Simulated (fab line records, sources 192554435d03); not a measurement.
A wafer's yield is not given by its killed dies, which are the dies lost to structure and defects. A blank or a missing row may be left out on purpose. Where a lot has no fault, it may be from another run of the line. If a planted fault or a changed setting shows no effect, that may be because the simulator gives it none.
Which tool was responsible? -- flow n5 finfet -- 72 wafers from 24 lots sampled at 6 of the route's 1938 steps

== WHAT THE GAUGES SHOWED, per wafer ==
N5_BEOL_M3_THK_MEAS_53: measures by xrf. Usual: M3_THK 40.5 nm, standard deviation 1.5.
lot,measured,on,M3_THK (nm),flag
L075,day 7 13:58,film metro-02,42.6 42.0 41.9,
L076,day 7 18:14,film metro-02,41.4 40.9 40.3,
L074,day 7 18:39,film metro-01,41.3 41.4 44.5,
L077,day 8 07:07,film metro-02,41.2 38.1 41.7,
L078,day 8 13:57,film metro-02,39.3 39.0 40.8,
L079,day 8 14:20,film metro-02,40.0 42.9 42.2,
L080,day 8 21:10,film metro-02,42.1 38.7 41.0,
L081,day 9 08:23,film metro-01,40.6 39.3 40.8,
L082,day 9 15:39,film metro-01,39.8 41.2 41.6,
L083,day 9 20:11,film metro-01,40.1 38.9 44.5,
L084,day 10 00:10,film metro-01,39.0 40.5 40.9,
L085,day 10 14:00,film metro-01,39.0 40.6 39.7,
L086,day 10 14:31,film metro-01,37.0 40.6 38.9,
L088,day 10 21:28,film metro-02,38.8 38.3 40.9,
L089,day 11 02:30,film metro-01,42.3 39.5 39.5,
L087,day 11 03:13,film metro-02,38.7 40.9 42.1,
L090,day 11 09:45,film metro-01,37.4 38.6 39.5,
L091,day 11 13:44,film metro-02,37.9 39.4 40.0,
L093,day 12 22:20,film metro-01,41.9 41.8 41.9,
L092,day 12 23:56,film metro-01,42.0 41.5 43.6,
L094,day 13 01:43,film metro-02,41.7 40.2 41.9,
L097,day 13 03:26,film metro-02,38.5 39.9 42.3,
L095,day 13 04:37,film metro-02,39.7 38.8 39.9,
L096,day 13 08:02,film metro-02,41.5 42.7 42.7,

N5_BEOL_M3_INSPECT_59: inspects for defects (darkfield). Usual: raw defect count at 69, with a standard deviation of 21.
lot,measured,on,raw defect count,flag
L075,day 7 14:28,defect inspect-01,60 66 47,
L076,day 7 18:31,defect inspect-01,82 83 78,
L074,day 7 18:56,defect inspect-02,58 37 45,
L077,day 8 07:38,defect inspect-02,51 83 63,
L078,day 8 14:23,defect inspect-01,59 54 66,
L079,day 8 14:44,defect inspect-01,50 52 51,
L080,day 8 21:30,defect inspect-01,83 59 59,
L081,day 9 08:50,defect inspect-02,60 81 123,
L082,day 9 15:56,defect inspect-01,83 52 84,
L083,day 9 20:29,defect inspect-02,82 72 125,
L084,day 10 00:27,defect inspect-01,51 104 86,
L085,day 10 14:17,defect inspect-02,49 64 56,
L086,day 10 14:47,defect inspect-01,40 54 50,
L088,day 10 21:45,defect inspect-02,88 54 34,
L089,day 11 02:47,defect inspect-02,88 60 34,
L087,day 11 03:31,defect inspect-01,62 83 51,
L090,day 11 10:02,defect inspect-01,91 73 77,
L091,day 11 14:02,defect inspect-02,70 51 105,
L093,day 12 22:38,defect inspect-01,81 64 57,
L092,day 13 00:13,defect inspect-01,56 59 37,
L094,day 13 02:13,defect inspect-01,96 80 92,
L097,day 13 03:43,defect inspect-02,59 55 60,
L095,day 13 04:54,defect inspect-02,82 61 52,
L096,day 13 08:19,defect inspect-01,56 70 52,

== TOOL THAT RAN EACH LOT (tool first, then ch and the chambers of the sampled wafers, then the start) ==
lot,N5_BEOL_M3_DEGAS_44,N5_BEOL_M3_ALD_84,N5_BEOL_M3_ANNEAL_80,N5_BEOL_M3_SPUTTER_96
L075,"pvd sputter-01, day 7 10:44","ald metal-02 ch 2,3, day 7 10:50","pvd sputter-01, day 7 11:43","pvd sputter-01, day 7 13:10"
L076,"pvd sputter-02, day 7 14:43","ald metal-02 ch 0,3, day 7 14:49","pvd sputter-01, day 7 15:59","pvd sputter-01, day 7 17:26"
L074,"pvd sputter-02, day 7 14:56","ald metal-04 ch 0,3, day 7 15:01","pvd sputter-02, day 7 16:28","pvd sputter-02, day 7 17:53"
L077,"pvd sputter-02, day 8 02:04","ald metal-03 ch 0,1,3, day 8 02:10","pvd sputter-01, day 8 03:14","pvd sputter-01, day 8 04:42"
L078,"pvd sputter-02, day 8 10:37","ald metal-02 ch 1,2,3, day 8 10:43","pvd sputter-03, day 8 11:42","pvd sputter-03, day 8 13:10"
L079,"pvd sputter-02, day 8 10:42","ald metal-04 ch 0,1,3, day 8 10:49","pvd sputter-02, day 8 11:49","pvd sputter-02, day 8 13:17"
L080,"pvd sputter-03, day 8 14:12","ald metal-03 ch 0,2,3, day 8 14:18","pvd sputter-01, day 8 18:41","pvd sputter-01, day 8 20:09"
L081,"pvd sputter-03, day 9 04:22","ald metal-02 ch 0,1, day 9 04:33","pvd sputter-01, day 9 05:29","pvd sputter-01, day 9 06:57"
L082,"pvd sputter-03, day 9 12:32","ald metal-03 ch 0,1,3, day 9 12:38","pvd sputter-02, day 9 13:24","pvd sputter-02, day 9 14:52"
L083,"pvd sputter-02, day 9 16:35","ald metal-03 ch 1,2,3, day 9 16:55","pvd sputter-02, day 9 17:56","pvd sputter-02, day 9 19:24"
L084,"pvd sputter-02, day 9 20:37","ald metal-02 ch 0,1,2, day 9 20:44","pvd sputter-03, day 9 21:55","pvd sputter-03, day 9 23:22"
L085,"pvd sputter-02, day 10 10:44","ald metal-03 ch 0,3, day 10 10:50","pvd sputter-02, day 10 11:45","pvd sputter-02, day 10 13:13"
L086,"pvd sputter-03, day 10 10:49","ald metal-02 ch 0,1,3, day 10 10:56","pvd sputter-01, day 10 12:16","pvd sputter-01, day 10 13:43"
L088,"pvd sputter-02, day 10 18:04","ald metal-04 ch 1,2,3, day 10 18:23","pvd sputter-01, day 10 19:13","pvd sputter-01, day 10 20:41"
L089,"pvd sputter-03, day 10 23:17","ald metal-03 ch 0,1,3, day 10 23:23","pvd sputter-03, day 11 00:15","pvd sputter-03, day 11 01:43"
L087,"pvd sputter-03, day 10 23:45","ald metal-02 ch 1,3, day 10 23:51","pvd sputter-01, day 11 00:46","pvd sputter-01, day 11 02:13"
L090,"pvd sputter-03, day 11 06:20","ald metal-04 ch 0,1,3, day 11 06:26","pvd sputter-03, day 11 07:30","pvd sputter-03, day 11 08:58"
L091,"pvd sputter-01, day 11 10:10","ald metal-03 ch 1,2,3, day 11 10:22","pvd sputter-01, day 11 11:25","pvd sputter-01, day 11 12:53"
L093,"pvd sputter-03, day 12 19:11","ald metal-03 ch 1,2,3, day 12 19:17","pvd sputter-02, day 12 20:02","pvd sputter-02, day 12 21:29"
L092,"pvd sputter-01, day 12 19:11","ald metal-04 ch 0,2,3, day 12 19:17","pvd sputter-01, day 12 21:40","pvd sputter-01, day 12 23:07"
L094,"pvd sputter-02, day 12 22:22","ald metal-02 ch 0,2,3, day 12 22:32","pvd sputter-03, day 12 23:28","pvd sputter-03, day 13 00:55"
L097,"pvd sputter-01, day 12 23:42","ald metal-03 ch 0,3, day 13 00:02","pvd sputter-02, day 13 01:01","pvd sputter-02, day 13 02:28"
L095,"pvd sputter-01, day 13 01:17","ald metal-04 ch 0,1,2, day 13 01:23","pvd sputter-01, day 13 02:22","pvd sputter-01, day 13 03:50"
L096,"pvd sputter-02, day 13 04:47","ald metal-04 ch 0,1,3, day 13 04:53","pvd sputter-02, day 13 05:46","pvd sputter-02, day 13 07:14"
- N5_BEOL_M3_DEGAS_44: time 60 s.
- N5_BEOL_M3_ALD_84: deposits TaN, pulse time 2 s, purge time 3 s, co reactant purge time 2 s.
- N5_BEOL_M3_ANNEAL_80: time 240 s.
- N5_BEOL_M3_SPUTTER_96: material Cu, target thk 4.5 nm, time 8.29 s.

== AS READ BY THE TOOLS THEMSELVES (means over the sampled wafers that have a number; for cases with no such wafer, the mark the record gives instead) ==
N5_BEOL_M3_DEGAS_44. Usual: heater power w at 342 W, with a standard deviation of 27.
lot,tool,heater power w (W),flag
L075,pvd sputter-01,371,
L076,pvd sputter-02,340,
L074,pvd sputter-02,336,
L077,pvd sputter-02,335,
L078,pvd sputter-02,329,
L079,pvd sputter-02,351,
L080,pvd sputter-03,343,
L081,pvd sputter-03,353,
L082,pvd sputter-03,327,
L083,pvd sputter-02,340,
L084,pvd sputter-02,336,
L085,pvd sputter-02,343,
L086,pvd sputter-03,329,
L088,pvd sputter-02,322,
L089,pvd sputter-03,355,
L087,pvd sputter-03,346,
L090,pvd sputter-03,333,
L091,pvd sputter-01,352,
L093,pvd sputter-03,333,
L092,pvd sputter-01,361,
L094,pvd sputter-02,336,
L097,pvd sputter-01,356,
L095,pvd sputter-01,354,
L096,pvd sputter-02,329,

N5_BEOL_M3_ALD_84. Usual: heater power w at 421 W, with a standard deviation of 41.
lot,tool,heater power w (W),flag
L075,ald metal-02,449,
L076,ald metal-02,417,
L074,ald metal-04,433,
L077,ald metal-03,398,
L078,ald metal-02,430,
L079,ald metal-04,437,
L080,ald metal-03,380,
L081,ald metal-02,397,
L082,ald metal-03,401,
L083,ald metal-03,388,
L084,ald metal-02,417,
L085,ald metal-03,353,
L086,ald metal-02,409,
L088,ald metal-04,445,
L089,ald metal-03,399,
L087,ald metal-02,397,
L090,ald metal-04,443,
L091,ald metal-03,392,
L093,ald metal-03,392,
L092,ald metal-04,430,
L094,ald metal-02,440,
L097,ald metal-03,383,
L095,ald metal-04,451,
L096,ald metal-04,442,

N5_BEOL_M3_ANNEAL_80. Usual: heater power w at 869 W, with a standard deviation of 67.
lot,tool,heater power w (W),flag
L075,pvd sputter-01,927,
L076,pvd sputter-01,896,
L074,pvd sputter-02,864,
L077,pvd sputter-01,894,
L078,pvd sputter-03,810,
L079,pvd sputter-02,807,
L080,pvd sputter-01,912,
L081,pvd sputter-01,926,
L082,pvd sputter-02,834,
L083,pvd sputter-02,816,
L084,pvd sputter-03,882,
L085,pvd sputter-02,807,
L086,pvd sputter-01,897,
L088,pvd sputter-01,895,
L089,pvd sputter-03,845,
L087,pvd sputter-01,920,
L090,pvd sputter-03,852,
L091,pvd sputter-01,900,
L093,pvd sputter-02,893,
L092,pvd sputter-01,876,
L094,pvd sputter-03,882,
L097,pvd sputter-02,844,
L095,pvd sputter-01,872,
L096,pvd sputter-02,819,

N5_BEOL_M3_SPUTTER_96. Usual: throttle valve pct at 30.1 %, with a standard deviation of 1.
lot,tool,throttle valve pct (%),flag
L075,pvd sputter-01,29.6,
L076,pvd sputter-01,29.2,
L074,pvd sputter-02,30.6,
L077,pvd sputter-01,29.7,
L078,pvd sputter-03,29.8,
L079,pvd sputter-02,30.5,
L080,pvd sputter-01,29.0,
L081,pvd sputter-01,29.7,
L082,pvd sputter-02,31.2,
L083,pvd sputter-02,30.5,
L084,pvd sputter-03,30.7,
L085,pvd sputter-02,31.0,
L086,pvd sputter-01,30.1,
L088,pvd sputter-01,29.8,
L089,pvd sputter-03,30.7,
L087,pvd sputter-01,29.1,
L090,pvd sputter-03,30.7,
L091,pvd sputter-01,29.6,
L093,pvd sputter-02,31.1,
L092,pvd sputter-01,29.8,
L094,pvd sputter-03,30.7,
L097,pvd sputter-02,30.5,
L095,pvd sputter-01,29.8,
L096,pvd sputter-02,30.6,

== THE ANSWER, worked out from the rows above alone ==
Rule: lot off if the mean of its wafers having a number is beyond 3 standard deviations from the usual mean. A lot without any number at a reading at which 4 lots or more have one is off too. All remaining lots with rows at the step are treated as sound. After the gauges, taken in route order, come the tools' own readings; for these a lot's mean is taken, as printed above. The first step at which some lot is off is used, and at that step the reading that is off furthest; a lot without a number counts as furthest.
No lot is off on any of the readings shown, so nothing can be concluded from this.

== WHAT HAD BEEN PUT IN BY THE SIMULATOR ==
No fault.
